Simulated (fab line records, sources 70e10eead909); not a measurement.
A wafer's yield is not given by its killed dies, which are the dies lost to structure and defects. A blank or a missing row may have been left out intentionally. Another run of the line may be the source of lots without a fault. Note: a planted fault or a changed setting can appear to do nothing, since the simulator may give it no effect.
Which tool was responsible?	flow nand-harc	72 wafers from 24 lots sampled at 6 of the route's 1159 steps

WHAT THE GAUGES SHOWED, per wafer
No reading from a measuring or inspecting step in the record can be judged against a usual standard deviation.

WHAT TOOL EACH LOT RAN ON (gives the tool, then ch and the chambers of the sampled wafers, and finally the start)
lot	NHARC_P_CONTACT_ALD_22	NHARC_P_M0_DEGAS_28	NHARC_P_M1_ETCH_28	NHARC_P_M2_PRE_CLEAN_30	NHARC_P_M2_PRE_CLEAN_32	NHARC_P_BONDPAD_ANNEAL_28
L074	ald-metal-02 ch 0,1,2, day 5 15:38	pvd-sputter-01, day 5 18:55	rie-diel-11 ch 1,2,3, day 6 06:01 or earlier	pvd-sputter-02, day 6 06:01 or earlier	pecvd-03 ch 0,1, day 6 06:01	rtp-anneal-02 ch 0, day 6 09:43
L075	ald-metal-01 ch 0,2,3, day 5 16:28	pvd-sputter-01, day 5 19:38	rie-diel-03 ch 0,1,3, day 6 07:23 or earlier	pvd-sputter-03, day 6 07:23 or earlier	pecvd-02 ch 0,1, day 6 07:23	rtp-anneal-01 ch 0, day 6 11:01
L077	ald-metal-04 ch 2,3, day 6 08:24	pvd-sputter-02, day 6 12:25	rie-diel-11 ch 1,2,3, day 6 22:46 or earlier	pvd-sputter-02, day 6 22:46 or earlier	pecvd-02 ch 0,1,2, day 6 22:46	rtp-anneal-02 ch 0, day 7 02:17
L076	ald-metal-01 ch 0,2,3, day 6 08:41	pvd-sputter-01, day 6 12:49	rie-diel-03 ch 1,3, day 6 23:28 or earlier	pvd-sputter-03, day 6 23:28 or earlier	pecvd-03 ch 0,1,2, day 6 23:28	rtp-anneal-01 ch 0, day 7 03:08
L078	ald-metal-04 ch 2,3, day 6 11:31	pvd-sputter-03, day 6 14:42	rie-diel-11 ch 0,2,3, day 7 00:49 or earlier	pvd-sputter-02, day 7 00:49 or earlier	pecvd-02 ch 0,1,2, day 7 00:49	rtp-anneal-02 ch 0, day 7 04:27
L080	ald-metal-01 ch 2,3, day 6 19:53	pvd-sputter-02, day 7 02:11	rie-diel-11 ch 2,3, day 7 12:13 or earlier	pvd-sputter-03, day 7 12:13 or earlier	pecvd-04 ch 0,1,2, day 7 12:13	rtp-anneal-01 ch 0, day 7 16:10
L079	ald-metal-02 ch 0,2,3, day 6 20:24	pvd-sputter-01, day 7 01:57	rie-diel-10 ch 0,1,2, day 7 12:20 or earlier	pvd-sputter-01, day 7 12:20 or earlier	pecvd-03 ch 0,2, day 7 12:20	rtp-anneal-02 ch 0, day 7 16:23
L081	ald-metal-02 ch 1,2,3, day 7 13:12	pvd-sputter-01, day 7 16:31	rie-diel-11 ch 0,1, day 8 02:27 or earlier	pvd-sputter-02, day 8 02:27 or earlier	pecvd-03 ch 1,2, day 8 02:27	rtp-anneal-02 ch 0, day 8 06:03
L082	ald-metal-01 ch 0,2, day 7 20:32	pvd-sputter-03, day 8 01:36	rie-diel-11 ch 1,2,3, day 8 11:35 or earlier	pvd-sputter-01, day 8 11:35 or earlier	pecvd-04 ch 0,1,2, day 8 11:35	rtp-anneal-02 ch 0, day 8 15:14
L083	ald-metal-04 ch 0,2,3, day 8 02:47	pvd-sputter-03, day 8 06:21	rie-diel-11 ch 0,2,3, day 8 16:59 or earlier	pvd-sputter-02, day 8 16:59 or earlier	pecvd-02 ch 0,1,2, day 8 16:59	rtp-anneal-01 ch 0, day 8 20:36
L084	ald-metal-01 ch 0,1,2, day 8 07:20	pvd-sputter-02, day 8 13:22	rie-diel-03 ch 0,1, day 8 23:13 or earlier	pvd-sputter-01, day 8 23:13 or earlier	pecvd-03 ch 1,2, day 8 23:13	rtp-anneal-01 ch 0, day 9 02:50
L085	ald-metal-02 ch 0,3, day 8 08:10	pvd-sputter-02, day 8 14:32	rie-diel-11 ch 1,3, day 9 00:56 or earlier	pvd-sputter-02, day 9 00:56 or earlier	pecvd-04 ch 0,1, day 9 00:56	rtp-anneal-02 ch 0, day 9 04:25
L086	ald-metal-01 ch 0,2, day 8 22:59	pvd-sputter-03, day 9 09:28	rie-diel-03 ch 1,2,3, day 9 19:19 or earlier	pvd-sputter-01, day 9 19:19 or earlier	pecvd-02 ch 0,1, day 9 19:19	rtp-anneal-02 ch 0, day 9 22:56
L087	ald-metal-04 ch 2,3, day 8 23:52	pvd-sputter-02, day 9 09:59	rie-diel-03 ch 0,3, day 9 19:58 or earlier	pvd-sputter-02, day 9 19:58 or earlier	pecvd-02 ch 0,1,2, day 9 19:58	rtp-anneal-01 ch 0, day 9 23:41
L089	ald-metal-01 ch 0,1, day 9 02:53	pvd-sputter-02, day 9 11:08	rie-diel-11 ch 0,1,3, day 9 21:30 or earlier	pvd-sputter-01, day 9 21:30 or earlier	pecvd-03 ch 1,2, day 9 21:30	rtp-anneal-01 ch 0, day 10 01:12
L088	ald-metal-02 ch 1,2,3, day 9 07:25	pvd-sputter-01, day 9 16:49	rie-diel-03 ch 0,1, day 10 02:38 or earlier	pvd-sputter-01, day 10 02:38 or earlier	pecvd-02 ch 0,1,2, day 10 02:38	rtp-anneal-02 ch 0, day 10 06:06
L090	ald-metal-02 ch 0,2,3, day 9 16:31	pvd-sputter-03, day 10 01:20	rie-diel-10 ch 0,3, day 10 11:31 or earlier	pvd-sputter-03, day 10 11:31 or earlier	pecvd-04 ch 1,2, day 10 11:31	rtp-anneal-02 ch 0, day 10 15:01
L091	ald-metal-01 ch 1,2, day 9 16:53	pvd-sputter-03, day 10 01:40	rie-diel-10 ch 1,3, day 10 12:34 or earlier	pvd-sputter-01, day 10 12:34 or earlier	pecvd-02 ch 0,2, day 10 12:34	rtp-anneal-01 ch 0, day 10 16:13
L092	ald-metal-01 ch 1,3, day 10 07:47	pvd-sputter-03, day 10 13:25	rie-diel-11 ch 1,2,3, day 10 23:25 or earlier	pvd-sputter-01, day 10 23:25 or earlier	pecvd-02 ch 1,2, day 10 23:25	rtp-anneal-01 ch 0, day 11 02:53
L093	ald-metal-01 ch 1,2,3, day 10 17:59	pvd-sputter-02, day 10 22:59	rie-diel-11 ch 1,2,3, day 11 09:00 or earlier	pvd-sputter-01, day 11 09:00 or earlier	pecvd-04 ch 0,2, day 11 09:00	rtp-anneal-02 ch 0, day 11 12:38
L094	ald-metal-02 ch 0,1,3, day 10 18:04	pvd-sputter-03, day 10 23:13	rie-diel-03 ch 1,2, day 11 09:15 or earlier	pvd-sputter-02, day 11 09:15 or earlier	pecvd-03 ch 0,1, day 11 09:15	rtp-anneal-01 ch 0, day 11 12:52
L095	ald-metal-02 ch 0,1,2, day 10 23:10	pvd-sputter-01, day 11 02:37	rie-diel-03 ch 0,2,3, day 11 14:50 or earlier	pvd-sputter-02, day 11 14:50 or earlier	pecvd-03 ch 0,1,2, day 11 14:50	rtp-anneal-01 ch 0, day 11 18:30
L096	ald-metal-01 ch 0,3, day 11 00:11	pvd-sputter-02, day 11 03:30	rie-diel-11 ch 1,2,3, day 11 15:26 or earlier	pvd-sputter-03, day 11 15:26 or earlier	pecvd-02 ch 0,2, day 11 15:26	rtp-anneal-02 ch 0, day 11 19:21
L097	ald-metal-04 ch 0,2,3, day 11 09:49	pvd-sputter-01, day 11 13:14	rie-diel-10 ch 1,2,3, day 11 23:47 or earlier	pvd-sputter-01, day 11 23:47 or earlier	pecvd-03 ch 0,2, day 11 23:47	rtp-anneal-01 ch 0, day 12 03:28
- NHARC_P_CONTACT_ALD_22: deposits TiN, target thk 3 nm, pulse time 1 s, ald cycles 150.
- NHARC_P_M0_DEGAS_28: time 60 s.
- NHARC_P_M1_ETCH_28: etches the open film in CF4/N2, target depth 30 nm, time 72.99 s.
- NHARC_P_M2_PRE_CLEAN_30: time 30 s.
- NHARC_P_M2_PRE_CLEAN_32: time 12 s.
- NHARC_P_BONDPAD_ANNEAL_28: time 90 s.

AS READ BY THE TOOLS THEMSELVES (means over the sampled wafers that have a number; for cases with no such wafer, the mark the record gives instead)
NHARC_P_CONTACT_ALD_22. Usual: heater-power-w 1157 W, standard deviation 130; precursor-pulse-height-rel 0.998, standard deviation 0.02.
lot	tool	heater-power-w (W)	precursor-pulse-height-rel	flag
L074	ald-metal-02	1187	0.983	
L075	ald-metal-01	1151	0.985	
L077	ald-metal-04	1048	0.980	
L076	ald-metal-01	1154	0.998	
L078	ald-metal-04	1081	1.017	
L080	ald-metal-01	1003	1.013	
L079	ald-metal-02	1189	0.999	
L081	ald-metal-02	1199	0.997	
L082	ald-metal-01	1291	1.012	
L083	ald-metal-04	1112	1.016	
L084	ald-metal-01	1261	0.993	
L085	ald-metal-02	1147	1.014	
L086	ald-metal-01	1212	0.977	
L087	ald-metal-04	1078	1.015	
L089	ald-metal-01	1303	0.983	
L088	ald-metal-02	1194	0.975	
L090	ald-metal-02	1200	1.009	
L091	ald-metal-01	1223	0.989	
L092	ald-metal-01	1146	1.002	
L093	ald-metal-01	1128	0.994	
L094	ald-metal-02	1151	1.021	
L095	ald-metal-02	1208	0.994	
L096	ald-metal-01	1222	1.006	
L097	ald-metal-04	1063	0.997	

NHARC_P_M0_DEGAS_28. Usual: heater-power-w 339 W, standard deviation 32.
lot	tool	heater-power-w (W)	flag
L074	pvd-sputter-01	326	
L075	pvd-sputter-01	329	
L077	pvd-sputter-02	331	
L076	pvd-sputter-01	354	
L078	pvd-sputter-03	344	
L080	pvd-sputter-02	325	
L079	pvd-sputter-01	363	
L081	pvd-sputter-01	336	
L082	pvd-sputter-03	320	
L083	pvd-sputter-03	350	
L084	pvd-sputter-02	324	
L085	pvd-sputter-02	329	
L086	pvd-sputter-03	346	
L087	pvd-sputter-02	325	
L089	pvd-sputter-02	320	
L088	pvd-sputter-01	355	
L090	pvd-sputter-03	326	
L091	pvd-sputter-03	344	
L092	pvd-sputter-03	346	
L093	pvd-sputter-02	344	
L094	pvd-sputter-03	344	
L095	pvd-sputter-01	329	
L096	pvd-sputter-02	322	
L097	pvd-sputter-01	339	

NHARC_P_M1_ETCH_28. Usual: drypump-motor-current-A 5.54 A, standard deviation 0.28; oes-product-au 0.997 a.u., standard deviation 0.013; rf-vpp-V 315.2 V, standard deviation 1.7; showerhead-plenum-p-Torr 2.68 Torr, standard deviation 0.085; throttle-valve-pct 19.794 %, standard deviation 0.0092.
lot	tool	drypump-motor-current-A (A)	oes-product-au (a.u.)	rf-vpp-V (V)	showerhead-plenum-p-Torr (Torr)	throttle-valve-pct (%)	flag
L074	rie-diel-11	5.34	1.012	315.0	2.68	19.791	
L075	rie-diel-03	5.79	0.991	316.4	2.70	19.798	
L077	rie-diel-11	5.33	1.004	315.8	2.68	19.790	
L076	rie-diel-03	5.80	0.998	317.2	2.78	19.794	
L078	rie-diel-11	5.53	0.990	314.7	2.66	19.805	
L080	rie-diel-11	5.41	1.016	315.6	2.71	19.786	
L079	rie-diel-10	5.59	0.987	314.4	2.68	19.797	
L081	rie-diel-11	5.44	0.997	314.3	2.61	19.792	
L082	rie-diel-11	5.33	1.014	315.5	2.68	19.791	
L083	rie-diel-11	5.51	0.989	314.8	2.66	19.796	
L084	rie-diel-03	5.93	0.988	315.6	2.71	19.807	
L085	rie-diel-11	5.24	1.002	314.5	2.64	19.785	
L086	rie-diel-03	5.59	0.998	316.6	2.76	19.780	
L087	rie-diel-03	5.77	0.983	314.3	2.62	19.802	
L089	rie-diel-11	5.43	0.987	314.9	2.62	19.800	
L088	rie-diel-03	5.94	0.991	314.1	2.63	19.798	
L090	rie-diel-10	5.44	0.998	315.7	2.70	19.795	
L091	rie-diel-10	5.37	1.007	316.2	2.74	19.790	
L092	rie-diel-11	5.33	0.994	315.3	2.68	19.792	
L093	rie-diel-11	5.32	0.996	313.7	2.68	19.802	
L094	rie-diel-03	5.75	0.994	317.6	2.77	19.791	
L095	rie-diel-03	5.59	1.002	315.4	2.68	19.784	
L096	rie-diel-11	5.33	0.989	315.2	2.68	19.801	
L097	rie-diel-10	5.34	1.001	316.3	2.77	19.788	

NHARC_P_M2_PRE_CLEAN_30. Usual: heater-power-w 414 W, standard deviation 40.
lot	tool	heater-power-w (W)	flag
L074	pvd-sputter-02	411	
L075	pvd-sputter-03	426	
L077	pvd-sputter-02	416	
L076	pvd-sputter-03	421	
L078	pvd-sputter-02	417	
L080	pvd-sputter-03	438	
L079	pvd-sputter-01	467	
L081	pvd-sputter-02	395	
L082	pvd-sputter-01	409	
L083	pvd-sputter-02	398	
L084	pvd-sputter-01	415	
L085	pvd-sputter-02	404	
L086	pvd-sputter-01	476	
L087	pvd-sputter-02	414	
L089	pvd-sputter-01	415	
L088	pvd-sputter-01	409	
L090	pvd-sputter-03	392	
L091	pvd-sputter-01	437	
L092	pvd-sputter-01	427	
L093	pvd-sputter-01	404	
L094	pvd-sputter-02	413	
L095	pvd-sputter-02	410	
L096	pvd-sputter-03	434	
L097	pvd-sputter-01	363	

NHARC_P_M2_PRE_CLEAN_32. Usual: heater-power-w 647 W, standard deviation 47.
lot	tool	heater-power-w (W)	flag
L074	pecvd-03	668	
L075	pecvd-02	640	
L077	pecvd-02	676	
L076	pecvd-03	645	
L078	pecvd-02	652	
L080	pecvd-04	619	
L079	pecvd-03	644	
L081	pecvd-03	581	
L082	pecvd-04	612	
L083	pecvd-02	680	
L084	pecvd-03	601	
L085	pecvd-04	601	
L086	pecvd-02	644	
L087	pecvd-02	684	
L089	pecvd-03	641	
L088	pecvd-02	649	
L090	pecvd-04	595	
L091	pecvd-02	693	
L092	pecvd-02	671	
L093	pecvd-04	603	
L094	pecvd-03	649	
L095	pecvd-03	655	
L096	pecvd-02	639	
L097	pecvd-03	643	

NHARC_P_BONDPAD_ANNEAL_28. Usual: wafer_temp_C_max 225.77, standard deviation 0.24.
lot	tool	wafer_temp_C_max	flag
L074	rtp-anneal-02	225.65	
L075	rtp-anneal-01	225.89	
L077	rtp-anneal-02	225.92	
L076	rtp-anneal-01	226.00	
L078	rtp-anneal-02	225.70	
L080	rtp-anneal-01	225.75	
L079	rtp-anneal-02	225.87	
L081	rtp-anneal-02	225.64	
L082	rtp-anneal-02	225.82	
L083	rtp-anneal-01	226.06	
L084	rtp-anneal-01	225.77	
L085	rtp-anneal-02	225.50	
L086	rtp-anneal-02	225.50	
L087	rtp-anneal-01	226.06	
L089	rtp-anneal-01	226.03	
L088	rtp-anneal-02	225.67	
L090	rtp-anneal-02	225.57	
L091	rtp-anneal-01	225.67	
L092	rtp-anneal-01	225.98	
L093	rtp-anneal-02	225.79	
L094	rtp-anneal-01	225.80	
L095	rtp-anneal-01	225.56	
L096	rtp-anneal-02	225.66	
L097	rtp-anneal-01	225.97	

THE ANSWER, worked out from the rows above alone
Rule: lot off if the mean of its wafers having a number is beyond 3 standard deviations from the usual mean. A lot without any number at a reading at which 4 lots or more have one is off too. All remaining lots with rows at the step are treated as sound. After the gauges, taken in route order, come the tools' own readings; for these a lot's mean is taken, as printed above. At the first step where some lot is off, the reading lying furthest off is the one used; lots without a number count as furthest.
No lot is off on any of the readings shown, so nothing can be concluded from this.

WHAT THE SIMULATOR PUT IN
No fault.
